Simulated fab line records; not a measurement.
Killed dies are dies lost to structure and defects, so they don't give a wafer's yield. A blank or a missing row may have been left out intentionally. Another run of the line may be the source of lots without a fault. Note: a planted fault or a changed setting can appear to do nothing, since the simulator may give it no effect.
fab line records | flow n5-finfet
record: lots: 12 wafers: 32 last-day: 18
route steps=1938 shown BEOL_M12@1637 PASSIVATION@1936
lots with no fault: from the same line, run without faults
start-h: hours from the record's opening day to when the first of the lot's shown wafers began | wait-h: how many hours have passed since the lot's step before this one | " identical to the entry in the row above | L1.1+2: one row covering several wafers at once | - no value present, or no start provided | * or withheld: withheld | < > ~ a bound
route shown NAME@n: NAME is a module with steps in the file, n the number in the route of the first one | usual: mean and standard deviation over wafers with no fault | same: alike in all rows | chamber/n: place in a boat | sites: each site's reading | _std_site: the values' standard deviation | _edge_site: inner sites' mean taken away from outer sites' mean | radius-mm: for every site, how far away it sits from the centre of the wafer | mask NAME#n: copy n | behind: the tool/chamber that last shaped the wafer | hold: why the lot was held/for how many hours/how that ended | device: the transistor (n, p or np) that didn't switch | end of line: the tests these same wafers got at the end of their route | step lacking rows: just its recipe | killed: dies lost to structure and defects at the first sort, not the wafer's yield | map: per-die view of a wafer (x killed, . not killed, _ where there is no die)
set.NAME: the setting the step ran with; set.NAME@STEP: the setting that earlier step ran with | model.NAME: the simulator's own value behind a step, which no gauge read
steps of the route over a sample of lots; a table a step, a row a wafer
services: from which hour (start-h, from the record's first day; less than 0 if before it) a tool's chamber was out of use, for how many hours, and why
== steps ==
step: N5_BEOL_M12_ETCH_68
recipe: chemistry: N2/H2 target: SOC mask-material: SiARC source-w: 3000 bias-w: 350 temp-c: 40 time-s: 285 ion-energy-ev: 200 pressure-mtorr: 30 n2-flow-sccm: 200 h2-flow-sccm: 200
usual: drypump-motor-current-A: 5.7/0.43 oes-product-au: 0.78/0.066 rf-vpp-V: 523.7/1.7 showerhead-plenum-p-Torr: 2.54/0.054 temp-c: 40.00/0.11 throttle-valve-pct: 17.86/0.2
columns lot.wafer tool chamber start-h wait-h drypump-motor-current-A oes-product-au rf-hours-counter-h rf-vpp-V showerhead-plenum-p-Torr temp-c throttle-valve-pct
L885.2 rie-diel-02 3 237.50 0.1 5.4 0.71 187 523.2 2.53 39.99 18.15
L885.5 " 1 " " 6.3 0.69 - 521.6 2.50 40.03 18.04
L886.2 rie-diel-05 1 254.52 0.1 5.7 0.72 204 524.3 2.51 39.93 17.79
L886.4 " 0 " " 5.9 0.78 130 522.5 2.56 39.96 18.12
L886.5 " 2 " " 5.3 0.83 - 525.7 2.56 39.91 17.66
L887.2 rie-diel-05 3 262.48 0.1 6.4 0.77 150 523.6 2.55 39.80 17.86
L887.6 " 3 " " 6.3 0.77 - 524.6 2.55 39.87 17.84
L891.1 rie-diel-01 2 266.35 0.1 5.2 0.74 194 520.1 2.43 40.03 18.15
L891.2 " 1 " " 5.3 0.97 9 525.7 2.59 40.07 17.54
L891.4 " 0 " " 5.1 0.73 157 523.4 2.54 39.85 17.83
L889.1 rie-diel-01 1 269.48 0.1 5.3 0.95 10 527.0 2.59 39.84 17.52
L889.2 " 2 " " 5.2 0.74 195 520.3 2.43 40.07 18.15
L892.1 rie-diel-01 1 281.36 0.1 5.3 0.95 14 525.0 2.59 40.05 17.53
L892.2 " 3 " " 6.1 0.83 93 525.6 2.57 39.84 17.70
L892.5 " 3 " " 6.1 0.83 - 524.0 2.57 39.93 17.74
L894.3 rie-diel-01 1 297.68 0.1 5.3 0.93 20 525.1 2.58 40.22 17.54
L894.5 " 3 " " 6.1 0.82 - 524.5 2.57 40.09 17.74
L894.6 " 2 " " 5.3 0.73 - 520.5 2.43 39.80 18.17
L893.1 rie-diel-05 3 297.90 0.1 6.3 0.76 161 523.2 2.55 40.15 17.87
L893.3 " 1 " " 5.7 0.71 216 523.4 2.50 39.98 17.80
L893.5 " 0 " " 5.9 0.76 - 524.6 2.55 39.76 18.15
L897.1 rie-diel-05 1 321.71 0.1 5.7 0.70 224 521.4 2.50 40.03 17.81
L897.2 " 3 " " 6.4 0.74 169 522.6 2.55 39.86 17.88
L897.4 " 0 " " 5.9 0.75 152 524.9 2.55 39.88 18.13
L901.3 rie-diel-01 3 343.65 0.1 6.1 0.82 114 522.6 2.57 40.08 17.76
L901.5 " 2 " " 5.3 0.73 - 520.1 2.42 39.99 18.21
L901.6 " 3 " " 6.1 0.81 - 523.6 2.56 39.95 17.74
L905.1 rie-diel-02 0 370.30 0.1 5.9 0.78 118 524.5 2.55 39.93 17.78
L905.2 " 1 " " 6.3 0.87 38 522.0 2.49 39.90 17.70
L905.4 " 2 " " 6.3 0.80 91 526.9 2.69 39.93 17.85
L906.4 rie-diel-01 2 387.35 0.1 5.3 0.71 237 519.8 2.41 40.21 18.22
L906.6 " 1 " " 5.3 0.87 - 525.5 2.57 39.95 17.62
step: N5_BEOL_M12_ETCH_38
recipe: chemistry: CF4/N2 target: SiCN target-depth-a: 687 taper-deg: 2 time-s: 73.4 ion-energy-ev: 150 mask-material: SiO2 pressure-mtorr: 40 source-w: 430 bias-w: 70 Ar_flow_sccm: 100 cf4-flow-sccm: 60 n2-flow-sccm: 60
usual: drypump-motor-current-A: 5.8/0.44 oes-product-au: 0.79/0.072 rf-vpp-V: 382.5/1.6 showerhead-plenum-p-Torr: 2.21/0.056 throttle-valve-pct: 15.54/0.18
columns lot.wafer tool chamber start-h wait-h drypump-motor-current-A oes-product-au rf-hours-counter-h rf-vpp-V showerhead-plenum-p-Torr throttle-valve-pct
L885.2 rie-diel-01 3 242.97 - 6.1 0.83 78 383.3 2.24 15.23
L885.5 " 1 " " 5.3 1.02 - 384.2 2.26 15.32
L886.2 rie-diel-02 3 256.94 - 5.4 0.71 194 381.9 2.19 15.68
L886.4 " 0 " " 5.9 0.82 - 382.0 2.24 15.47
L886.5 " 3 " " 5.4 0.72 - 382.9 2.19 15.69
L887.2 rie-diel-05 3 266.62 - 6.3 0.77 151 383.2 2.21 15.59
L887.6 " 0 " " 5.9 0.78 - 383.0 2.22 15.67
L891.1 rie-diel-01 1 267.86 - 5.3 0.98 10 382.6 2.26 15.33
L891.2 " 3 " " 6.1 0.84 88 384.4 2.24 15.24
L891.4 " 2 " " 5.2 0.73 194 379.6 2.11 15.81
L889.1 rie-diel-05 2 274.21 - 5.3 0.82 91 381.9 2.22 15.41
L889.2 " 3 " " 6.3 0.76 153 384.2 2.21 15.58
L892.1 rie-diel-05 3 288.71 - 6.3 0.76 158 383.5 2.21 15.61
L892.2 " 0 " " 5.9 0.76 142 383.8 2.22 15.68
L892.5 " 2 " " 5.3 0.82 - 382.4 2.22 15.42
L894.3 rie-diel-05 1 298.27 - 5.7 0.71 217 383.2 2.19 15.64
L894.5 " 1 " " 5.7 0.72 - 382.4 2.19 15.66
L894.6 " 2 " " 5.3 0.80 - 383.0 2.22 15.42
L893.1 rie-diel-02 0 299.03 - 5.9 0.80 92 382.5 2.24 15.51
L893.3 " 1 " " 6.3 0.93 12 381.1 2.17 15.35
L893.5 " 1 " " 6.3 0.92 - 381.3 2.17 15.36
L897.1 rie-diel-02 2 323.88 - 6.3 0.80 73 385.9 2.33 15.38
L897.2 " 0 " " 5.9 0.79 99 383.0 2.23 15.52
L897.4 " 1 " " 6.3 0.92 20 382.4 2.17 15.37
L901.3 rie-diel-02 1 344.13 - 6.3 0.90 28 380.7 2.16 15.39
L901.5 " 1 " " 6.3 0.90 - 381.7 2.16 15.39
L901.6 " 0 " " 5.9 0.79 - 384.0 2.23 15.54
L905.1 rie-diel-02 1 371.83 - 6.3 0.88 38 381.3 2.16 15.41
L905.2 " 2 " " 6.3 0.79 91 384.4 2.32 15.39
L905.4 " 3 " " 5.4 0.69 237 382.2 2.17 15.78
L906.4 rie-diel-01 0 389.46 - 5.1 0.71 202 383.0 2.19 15.59
L906.6 " 2 " " 5.3 0.70 - 380.0 2.09 15.91
step: N5_BEOL_M12_SPUTTER_45
recipe: material: Cu target-thk-a: 800 temp-c: -20 bias-v: 60 power-w: 26000 chamber-pressure-pa: 0.13 time-s: 13.33
usual: cathode-dc-power-W: 26000/4.6 chamber-pressure-pa: 0.13004/0.00026 chuck-gas-flow-sccm: 1.26/0.052 throttle-valve-pct: 30.2/0.98
columns lot.wafer tool chamber start-h wait-h cathode-dc-power-W chamber-pressure-pa chuck-gas-flow-sccm throttle-valve-pct
L885.2 pvd-sputter-02 - 244.33 0.0 26005 0.1304 1.28 30.8
L885.5 " - " " 25988 0.13004 1.33 31.2
L886.2 pvd-sputter-02 - 257.65 0.0 25996 0.13017 1.36 31.1
L886.4 " - " " 26009 0.13013 1.17 30.6
L886.5 " - " " 26005 0.13016 1.28 29.3
L887.2 pvd-sputter-01 - 267.80 0.0 25993 0.13015 1.26 31.1
L887.6 " - " " 26010 0.12984 1.24 31.3
L891.1 pvd-sputter-02 - 268.43 0.0 26002 0.12962 1.31 29.3
L891.2 " - " " 25999 0.12998 1.31 31.1
L891.4 " - " " 26004 0.12976 1.32 30.4
L889.1 pvd-sputter-01 - 275.72 0.0 26005 0.1302 1.24 31.1
L889.2 " - " " 25997 0.13071 1.26 31.4
L892.1 pvd-sputter-03 - 289.34 0.0 26005 0.12976 1.32 28.9
L892.2 " - " " 25997 0.13017 1.11 30.1
L892.5 " - " " 25996 0.13018 1.27 28.5
L894.3 pvd-sputter-01 - 298.91 0.0 26001 0.12971 1.21 30.3
L894.5 " - " " 26006 0.13024 1.28 30.2
L894.6 " - " " 26008 0.12984 1.23 31.3
L893.1 pvd-sputter-01 - 299.47 0.0 25997 0.1299 1.20 31.1
L893.3 " - " " 25996 0.13041 1.21 31.5
L893.5 " - " " 26008 0.13018 1.22 28.2
L897.1 pvd-sputter-01 - 324.58 0.0 26008 0.12996 1.26 30.4
L897.2 " - " " 26002 0.12968 1.26 28.6
L897.4 " - " " 29081 0.13014 1.27 31.5
L901.3 pvd-sputter-01 - 344.57 0.0 26002 0.12968 1.21 30.6
L901.5 " - " " 29069 0.13044 1.25 31.4
L901.6 " - " " 25999 0.1294 1.24 30.5
L905.1 pvd-sputter-02 - 372.81 0.0 26002 0.13027 1.30 31.0
L905.2 " - " " 25999 0.13029 1.29 29.6
L905.4 " - " " 25998 0.12999 1.23 30.9
L906.4 pvd-sputter-03 - 390.39 0.0 26003 0.12991 1.28 29.8
L906.6 " - " " 26007 0.13017 1.26 30.4
step: N5_PASSIVATION_PROBE_49
usual: defect-limited-yield: 91.5/1.5 killed_at_M0_to_M3: 30/11 killed_at_M4_up: 13/4.9 killed-at-contacts: 14/6.5 killed-at-front-end: 40/11 killed-at-other: 3.3/2.7 killed-dies: 100/18 killed-on-rim: 13/3.8 killed-open: 67/14 killed-short: 32/7.8 sort_bin_5_function: 5.0/0.97 sort_bin_6_memory: 3.2/0.75 sort-n-pass: 1080/18 sort-yield-pct: 91.5/1.5
same: gross-dies: 1180 killed-at-back-side: 0 sort_bin_4_leakage[%]: 0 sort_bin_8_speed[%]: 0
columns lot.wafer tool chamber start-h wait-h defect-limited-yield[%] killed_at_M0_to_M3 killed_at_M4_up killed-at-contacts killed-at-front-end killed-at-other killed-dies killed-on-rim killed-open killed-short sort_bin_5_function[%] sort_bin_6_memory[%] sort-n-pass sort-yield-pct[%]
L887.2 prober-02 - 300.49 0.1 89.1 64 16 18 30 1 129 22 77 52 6.9 3.6 1051 89.1
L887.6 prober-02 - 300.69 0.3 91.4 25 26 13 37 1 102 11 68 34 5.3 2.9 1078 91.4
L889.1 prober-02 - 316.19 0.0 91.9 36 15 11 33 1 96 13 55 37 4.2 3.3 1084 91.9
L889.2 prober-02 - 316.24 0.1 90.1 36 8 14 58 1 117 15 81 36 5.9 3.7 1063 90.1
L892.1 prober-01 - 327.01 0.0 92.0 28 13 8 40 5 94 14 62 31 4.7 3.2 1086 92.0
L892.2 prober-01 - 327.06 0.1 92.9 33 17 6 25 3 84 10 53 31 4.2 2.7 1096 92.9
L892.5 prober-01 - 327.21 0.2 90.0 46 15 14 42 1 118 10 89 29 6.0 3.7 1062 90.0
L894.3 prober-01 - 332.94 0.1 90.8 33 21 14 37 4 109 21 67 34 5.9 2.5 1071 90.8
L894.5 prober-01 - 333.04 0.2 92.5 21 19 7 37 5 89 12 58 31 3.6 3.7 1091 92.5
L894.6 prober-01 - 333.09 0.3 91.1 21 14 14 43 13 105 9 62 43 5.8 3.0 1075 91.1
L893.1 prober-02 - 333.21 0.0 92.3 19 19 19 31 3 91 12 68 23 4.8 2.7 1089 92.3
L893.3 prober-02 - 333.31 0.1 91.5 36 4 19 39 2 100 15 63 34 5.2 3.1 1080 91.5
L893.5 prober-02 - 333.41 0.2 91.6 25 13 12 46 3 99 11 61 37 4.5 3.4 1081 91.6
L897.1 prober-01 - 369.01 0.0 91.8 13 18 10 54 2 97 14 70 26 4.7 3.3 1083 91.8
L897.2 prober-01 - 369.06 0.1 93.1 16 12 13 35 5 81 9 55 26 4.2 2.2 1099 93.1
L897.4 prober-01 - 369.16 0.2 92.4 26 11 6 47 0 90 11 63 27 4.6 3.1 1090 92.4
L901.5 prober-01 - 379.65 0.2 92.2 14 15 11 51 1 92 8 53 25 4.2 2.3 1088 92.2
L905.1 prober-02 - 403.25 0.0 87.3 39 16 18 76 1 150 13 113 37 7.1 5.3 1030 87.3
L905.2 prober-02 - 403.30 0.1 88.7 32 26 14 54 7 133 20 87 45 6.2 4.7 1047 88.7
L905.4 prober-02 - 403.40 0.2 90.8 31 20 11 42 4 108 14 80 28 5.5 3.2 1072 90.8
killed by level:class
L887.2 BEOL_M0_SAQP:geometric-particle:open=20 BEOL_M0_SAQP:geometric-particle:short=19 MOL_CONTACT_COAG:geometric-particle:open=14 BEOL_M1:geometric-particle:open=11 FIN_SAQP:geometric-particle:short=11 BEOL_M3:geometric-particle:open=6 GATE_CUT:geometric-particle:short=5 BEOL_M1:geometric-particle:short=5
L887.6 BEOL_M4:geometric-particle:open=17 FIN_SAQP:geometric-particle:short=13 MOL_CONTACT_COAG:geometric-particle:open=9 FIN_SAQP:geometric-particle:open=6 DUMMY_GATE:geometric-particle:open=6 BEOL_M0_SAQP:geometric-particle:open=5 MOL_CONTACT_COAG:geometric-particle:short=4 BEOL_M1:geometric-particle:open=4
L889.1 BEOL_M0_SAQP:geometric-particle:short=18 FIN_SAQP:geometric-particle:open=12 MOL_CONTACT_COAG:geometric-particle:open=8 BEOL_M0_SAQP:geometric-particle:open=8 BEOL_M4:geometric-particle:open=8 FIN_SAQP:geometric-particle:short=7 STI_FIN_REVEAL:geometric-particle:open=5 MOL_CONTACT_COAG:geometric-particle:short=3
L889.2 FIN_SAQP:geometric-particle:open=24 MOL_CONTACT_COAG:geometric-particle:open=14 FIN_SAQP:geometric-particle:short=13 BEOL_M0_SAQP:geometric-particle:short=8 BEOL_M3:geometric-particle:open=8 STI_FIN_REVEAL:geometric-particle:open=7 BEOL_M0_SAQP:geometric-particle:open=7 BEOL_M1:geometric-particle:open=7
L892.1 STI_FIN_REVEAL:geometric-particle:open=8 BEOL_M4:geometric-particle:open=7 MOL_CONTACT_COAG:geometric-particle:open=6 BEOL_M2:geometric-particle:open=6 FIN_SAQP:geometric-particle:open=5 BEOL_M0_SAQP:geometric-particle:open=5 BEOL_M1:geometric-particle:open=5 BEOL_M3:geometric-particle:open=5
L892.2 BEOL_M3:geometric-particle:open=8 BEOL_M2:geometric-particle:open=8 STI_FIN_REVEAL:geometric-particle:open=7 BEOL_M4:geometric-particle:open=6 BEOL_M1:geometric-particle:open=5 BEOL_M2:geometric-particle:short=5 FIN_SAQP:geometric-particle:open=4 DUMMY_GATE:geometric-particle:open=4
L892.5 FIN_SAQP:geometric-particle:open=14 MOL_CONTACT_COAG:geometric-particle:open=13 BEOL_M2:geometric-particle:open=13 BEOL_M1:geometric-particle:open=12 FIN_SAQP:geometric-particle:short=12 BEOL_M3:geometric-particle:open=10 STI_FIN_REVEAL:geometric-particle:open=5 DUMMY_GATE:geometric-particle:open=5
L894.3 BEOL_M0_SAQP:geometric-particle:short=12 MOL_CONTACT_COAG:geometric-particle:open=11 BEOL_M4:geometric-particle:open=8 HKMG_FIN:area-etch=8 BEOL_M2:geometric-particle:open=7 FIN_SAQP:geometric-particle:short=6 STI_FIN_REVEAL:geometric-particle:open=6 BEOL_M7:geometric-particle:open=6
L894.5 BEOL_M3:geometric-particle:open=10 FIN_SAQP:geometric-particle:open=7 FIN_SAQP:geometric-particle:short=6 BEOL_M0_SAQP:geometric-particle:open=5 STI_FIN_REVEAL:geometric-particle:open=4 MOL_CONTACT_COAG:geometric-particle:short=4 BEOL_M4:geometric-particle:short=4 BEOL_M4:geometric-particle:open=4
L894.6 FIN_SAQP:geometric-particle:short=15 MOL_CONTACT_COAG:geometric-particle:open=11 STI_FIN_REVEAL:geometric-particle:open=10 BEOL_M0_SAQP:geometric-particle:open=7 BEOL_M0_SAQP:geometric-particle:short=6 BEOL_M3:geometric-particle:open=5 BEOL_M7:geometric-particle:open=5 DUMMY_GATE:geometric-particle:open=4
L893.1 MOL_CONTACT_COAG:geometric-particle:open=15 FIN_SAQP:geometric-particle:open=10 BEOL_M0_SAQP:geometric-particle:open=7 FIN_SAQP:geometric-particle:short=5 STI_FIN_REVEAL:geometric-particle:open=5 BEOL_M4:geometric-particle:open=5 BEOL_M7:geometric-particle:open=5 MOL_CONTACT_COAG:geometric-particle:short=4
L893.3 FIN_SAQP:geometric-particle:open=15 MOL_CONTACT_COAG:geometric-particle:open=15 BEOL_M0_SAQP:geometric-particle:open=13 BEOL_M0_SAQP:geometric-particle:short=10 FIN_SAQP:geometric-particle:short=9 BEOL_M3:geometric-particle:open=7 BEOL_M1:geometric-particle:open=4 STI_FIN_REVEAL:geometric-particle:open=3
L893.5 FIN_SAQP:geometric-particle:open=14 BEOL_M0_SAQP:geometric-particle:open=10 FIN_SAQP:geometric-particle:short=8 BEOL_M0_SAQP:geometric-particle:short=7 MOL_CONTACT_COAG:geometric-particle:short=6 DUMMY_GATE:geometric-particle:open=5 MOL_CONTACT_COAG:geometric-particle:open=5 BEOL_M6:geometric-particle:open=5
L897.1 STI_FIN_REVEAL:geometric-particle:open=16 FIN_SAQP:geometric-particle:short=8 MOL_CONTACT_COAG:geometric-particle:open=8 FIN_SAQP:geometric-particle:open=6 GATE_CUT:geometric-particle:short=6 BEOL_M4:geometric-particle:open=6 DUMMY_GATE:geometric-particle:open=5 BEOL_M5:geometric-particle:open=5
L897.2 MOL_CONTACT_COAG:geometric-particle:open=11 STI_FIN_REVEAL:geometric-particle:open=7 FIN_SAQP:geometric-particle:short=6 BEOL_M3:geometric-particle:open=6 FIN_SAQP:geometric-particle:open=5 GATE_CUT:geometric-particle:short=4 DUMMY_GATE:geometric-particle:open=3 BEOL_M6:geometric-particle:open=3
L897.4 STI_FIN_REVEAL:geometric-particle:open=9 FIN_SAQP:geometric-particle:open=8 FIN_SAQP:geometric-particle:short=8 BEOL_M2:geometric-particle:open=7 GATE_CUT:geometric-particle:short=6 DUMMY_GATE:geometric-particle:open=5 GATE_CUT:geometric-particle:open=5 MOL_CONTACT_COAG:geometric-particle:open=5
L901.5 HKMG_FIN:area-etch=14 FIN_SAQP:geometric-particle:short=10 DUMMY_GATE:geometric-particle:open=10 MOL_CONTACT_COAG:geometric-particle:open=9 BEOL_M5:geometric-particle:open=6 BEOL_M4:geometric-particle:open=5 FIN_SAQP:geometric-particle:open=4 BEOL_M1:geometric-particle:open=4
L905.1 FIN_SAQP:geometric-particle:open=34 STI_FIN_REVEAL:geometric-particle:open=17 MOL_CONTACT_COAG:geometric-particle:open=16 FIN_SAQP:geometric-particle:short=14 BEOL_M0_SAQP:geometric-particle:open=10 BEOL_M4:geometric-particle:open=9 BEOL_M0_SAQP:geometric-particle:short=7 BEOL_M3:geometric-particle:open=6
L905.2 FIN_SAQP:geometric-particle:open=14 FIN_SAQP:geometric-particle:short=12 MOL_CONTACT_COAG:geometric-particle:open=10 BEOL_M2:geometric-particle:open=9 BEOL_M4:geometric-particle:open=8 BEOL_M0_SAQP:geometric-particle:short=7 GATE_CUT:geometric-particle:short=6 BEOL_M5:geometric-particle:open=6
L905.4 FIN_SAQP:geometric-particle:open=13 BEOL_M2:geometric-particle:open=11 MOL_CONTACT_COAG:geometric-particle:open=9 BEOL_M3:geometric-particle:open=9 STI_FIN_REVEAL:geometric-particle:open=8 BEOL_M1:geometric-particle:open=8 FIN_SAQP:geometric-particle:short=6 BEOL_M4:geometric-particle:short=4
== services ==
columns tool chamber start-h hours kind
rie-diel-02 1 215.45 4.4 repair
rie-diel-01 1 220.56 - clean
rie-diel-01 1 220.56 - consumable-replace:focus-ring
rie-diel-01 1 220.56 19.1 scheduled-down
rie-diel-01 1 220.56 19.1 vent-cycle
rie-diel-01 - 223.56 0.1 repair
rie-diel-02 1 250.21 - clean
rie-diel-02 1 250.21 - consumable-replace:focus-ring
rie-diel-02 1 250.21 13.8 scheduled-down
rie-diel-02 1 250.21 13.8 vent-cycle
rie-diel-02 - 274.83 1.4 repair
pvd-sputter-03 - 291.12 9.5 repair
rie-diel-05 - 348.85 15.6 pm
rie-diel-01 2 353.33 4.1 repair
pvd-sputter-01 - 384.44 2.7 repair
pvd-sputter-02 - 384.47 0.7 repair
== key ==
first-sign: step: N5_BEOL_M12_SPUTTER_45 reading: cathode-dc-power-W direction: up sigmas: 99+ usual: * struck: *
effect none on later readings
met-at N5_BEOL_M12_SPUTTER_45
struck-lots L897,L901
struck-wafers L897.4,L901.5
baseline-loss: step: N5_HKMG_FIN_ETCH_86 wafers: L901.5
not-acting-at N5_BEOL_M12_ETCH_68,N5_BEOL_M12_ETCH_38
onset-between 299.47 324.58
fault: kind: process-parameter-drift tool: pvd-sputter-01 chamber: - onset-h: 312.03 steps: N5_BEOL_M12_SPUTTER_45 channel: power-w offset: * shape: step end-h: 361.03 acts-in: * stated: * scope: struck-wafers-only
baseline-loss: these wafers lose ten dies or more at that step, a loss of the line's own and not of a fault; the sort's usual values leave them out
